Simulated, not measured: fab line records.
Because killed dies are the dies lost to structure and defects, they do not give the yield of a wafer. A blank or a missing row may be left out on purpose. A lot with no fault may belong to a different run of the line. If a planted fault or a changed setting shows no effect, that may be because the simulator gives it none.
Lot-split experiment + flow n5-finfet + on a route of 1938 steps: 7 lots, 39 wafers read

== THE SPLIT ==
At N5_SD_EPI_N_EPI_21 (deposits Si:P, time 690 s), the setting epi-growth-time-s was moved away from the recipe's 690 s on 12 of the 39 wafers read, by -16.0% to +56.8%. The other wafers ran this setting at the recipe's value.

== FROM THE SPLIT TO THE READING: what the file shows between them, 10 steps ==
- N5_SD_EPI_N_EPI_MEAS_23
- N5_SD_EPI_N_PRECLEAN_24: cleans in O3/DIW, time 60 s
- N5_SD_EPI_N_SRD_25: time 30 s
- N5_SD_EPI_P_HM_STRIP_48: strips SiNx in H3PO4, material SiNx, target depth 3 nm
- N5_SD_EPI_P_SRD_49: time 30 s
- N5_SD_EPI_P_PRECLEAN_24: cleans in O3/DIW, time 45 s
- N5_SD_EPI_P_PRECLEAN_32: cleans in dHF, time 10 s
- N5_SD_EPI_P_PRECLEAN_33: cleans in SC2, time 45 s
- N5_SD_ACTIVATION_RTA_00: time 0 s
- N5_SD_ACTIVATION_LSA_01: time 0.0008 s

== THE READING ==
RS_SD_N, in ohm/sq, at N5_SD_ACTIVATION_RS_MEAS_03 (measures by four-point-probe). On this fab line, fault-free wafers typically give 21.94 ohm/sq with a standard deviation of 0.28 ohm/sq.

| wafer  | tool, chamber at the split | epi-growth-time-s as run, s | against the recipe | RS_SD_N, ohm/sq | against lot-mates on the recipe |
|--------|----------------------------|-----------------------------|--------------------|-----------------|---------------------------------|
| L077.1 | epi-rpcvd-01, 0            | 690                         | recipe             | 21.60           | -                               |
| L077.2 | epi-rpcvd-01, 0            | 690                         | recipe             | 21.30           | -                               |
| L077.5 | epi-rpcvd-01, 0            | 690                         | recipe             | 21.66           | -                               |
| L082.1 | epi-rpcvd-01, 0            | 1082                        | +56.8%             | 15.85           | -5.88                           |
| L082.2 | epi-rpcvd-01, 0            | 690                         | recipe             | 21.71           | -                               |
| L082.3 | epi-rpcvd-01, 0            | 1082                        | +56.8%             | 15.76           | -5.97                           |
| L082.4 | epi-rpcvd-01, 0            | 690                         | recipe             | 21.86           | -                               |
| L082.5 | epi-rpcvd-01, 0            | 690                         | recipe             | 21.61           | -                               |
| L082.6 | epi-rpcvd-01, 0            | 1082                        | +56.8%             | 15.75           | -5.98                           |
| L083.1 | epi-rpcvd-01, 0            | 690                         | recipe             | 22.16           | -                               |
| L083.2 | epi-rpcvd-01, 0            | 690                         | recipe             | 22.15           | -                               |
| L083.3 | epi-rpcvd-01, 0            | 1033                        | +49.7%             | 16.44           | -5.77                           |
| L083.4 | epi-rpcvd-01, 0            | 1033                        | +49.7%             | 16.66           | -5.55                           |
| L083.5 | epi-rpcvd-01, 0            | 1033                        | +49.7%             | 16.29           | -5.92                           |
| L083.6 | epi-rpcvd-01, 0            | 690                         | recipe             | 22.31           | -                               |
| L090.1 | epi-rpcvd-01, 0            | 690                         | recipe             | 22.08           | -                               |
| L090.2 | epi-rpcvd-01, 0            | 690                         | recipe             | 22.54           | -                               |
| L090.3 | epi-rpcvd-01, 0            | 690                         | recipe             | 22.16           | -                               |
| L090.4 | epi-rpcvd-01, 0            | 690                         | recipe             | 22.20           | -                               |
| L090.5 | epi-rpcvd-01, 0            | 690                         | recipe             | 21.95           | -                               |
| L090.6 | epi-rpcvd-01, 0            | 690                         | recipe             | 22.27           | -                               |
| L095.1 | epi-rpcvd-04, 0            | 690                         | recipe             | 21.95           | -                               |
| L095.2 | epi-rpcvd-04, 0            | 690                         | recipe             | 22.45           | -                               |
| L095.3 | epi-rpcvd-04, 0            | 690                         | recipe             | 22.53           | -                               |
| L095.4 | epi-rpcvd-04, 0            | 690                         | recipe             | 22.48           | -                               |
| L095.5 | epi-rpcvd-04, 0            | 690                         | recipe             | 22.48           | -                               |
| L095.6 | epi-rpcvd-04, 0            | 690                         | recipe             | 22.45           | -                               |
| L096.1 | epi-rpcvd-01, 0            | 579.3                       | -16.0%             | 25.24           | +3.09                           |
| L096.2 | epi-rpcvd-01, 0            | 579.3                       | -16.0%             | 24.79           | +2.64                           |
| L096.3 | epi-rpcvd-01, 0            | 579.3                       | -16.0%             | 24.41           | +2.26                           |
| L096.4 | epi-rpcvd-01, 0            | 690                         | recipe             | 22.16           | -                               |
| L096.5 | epi-rpcvd-01, 0            | 690                         | recipe             | 22.30           | -                               |
| L096.6 | epi-rpcvd-01, 0            | 690                         | recipe             | 21.98           | -                               |
| L097.1 | epi-rpcvd-01, 0            | 690                         | recipe             | 22.27           | -                               |
| L097.2 | epi-rpcvd-01, 0            | 845.9                       | +22.6%             | 18.98           | -3.32                           |
| L097.3 | epi-rpcvd-01, 0            | 845.9                       | +22.6%             | 19.42           | -2.88                           |
| L097.4 | epi-rpcvd-01, 0            | 690                         | recipe             | 22.38           | -                               |
| L097.5 | epi-rpcvd-01, 0            | 690                         | recipe             | 22.26           | -                               |
| L097.6 | epi-rpcvd-01, 0            | 845.9                       | +22.6%             | 19.14           | -3.16                           |

THE FIT
A straight line over all 39 wafers: RS_SD_N changes by -0.117 ohm/sq for each +1% of epi-growth-time-s; r = -0.99; the points scatter about the line by 0.39 ohm/sq.
The same after taking each lot's own level away (the mean of its wafers on the recipe; 39 wafers): -0.115 ohm/sq for each +1%; r = -0.99; scatter 0.36 ohm/sq.
On that fit, the largest move of epi-growth-time-s shifts the reading by 6.5 ohm/sq.
Across the lots, their own levels run from 21.520 to 22.390 ohm/sq, a range of 3.1 times the standard deviation given above.
Hence the lot-to-lot level has little effect on the slope; both slopes agree.
Check: -6.59 ohm/sq against its lot-mates is what the line predicts for one of the wafers moved furthest among these (+56.8%) when that wafer is left out of the fit. It came out at -5.88 ohm/sq against them.

== ADDITIONAL SPLITS CARRIED BY THESE WAFERS ==
Before the reading, these wafers also passed through other splits. Each is held against what the fit with the lots' levels taken away leaves over:
| other split on the same wafers | wafers away from the commonest value | r with RS_SD_N (lot level and that fit taken away) |
|--------------------------------|--------------------------------------|----------------------------------------------------|
| N5_ZERO_LAYER_PECVD_02 time-s  | 15                                   | +0.10                                              |

== THE WHOLE CHAIN: every reading that the file lists as answering this split, in the file's order ==
| step                        | what it does                 | reading                                                                         | change (the file's fit)               | r (the file's) |
|-----------------------------|------------------------------|---------------------------------------------------------------------------------|---------------------------------------|----------------|
| N5_SD_EPI_N_EPI_21          | deposits Si:P, time 690 s    | Si-P_of_SD_EPI_N_EPI_21.thk-nm (the simulator's own value, which no gauge read) | +0.4 nm for each +1% of the setting   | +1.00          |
| N5_SD_EPI_N_EPI_MEAS_23     |                              | thk-nm                                                                          | withheld for each +1% of the setting  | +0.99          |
| N5_SD_EPI_P_PRECLEAN_24     | cleans in O3/DIW, time 45 s  | Si-P_of_SD_EPI_N_EPI_21.thk-nm (the simulator's own value, which no gauge read) | +0.394 nm for each +1% of the setting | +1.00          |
| N5_SD_ACTIVATION_RS_MEAS_03 | measures by four-point-probe | RS_SD_N                                                                         | -0.114 for each +1% of the setting    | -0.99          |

== THE FILE'S OWN FIT ==
RS_SD_N changes by -0.114 ohm/sq for each +1% of epi-growth-time-s, r = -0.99.
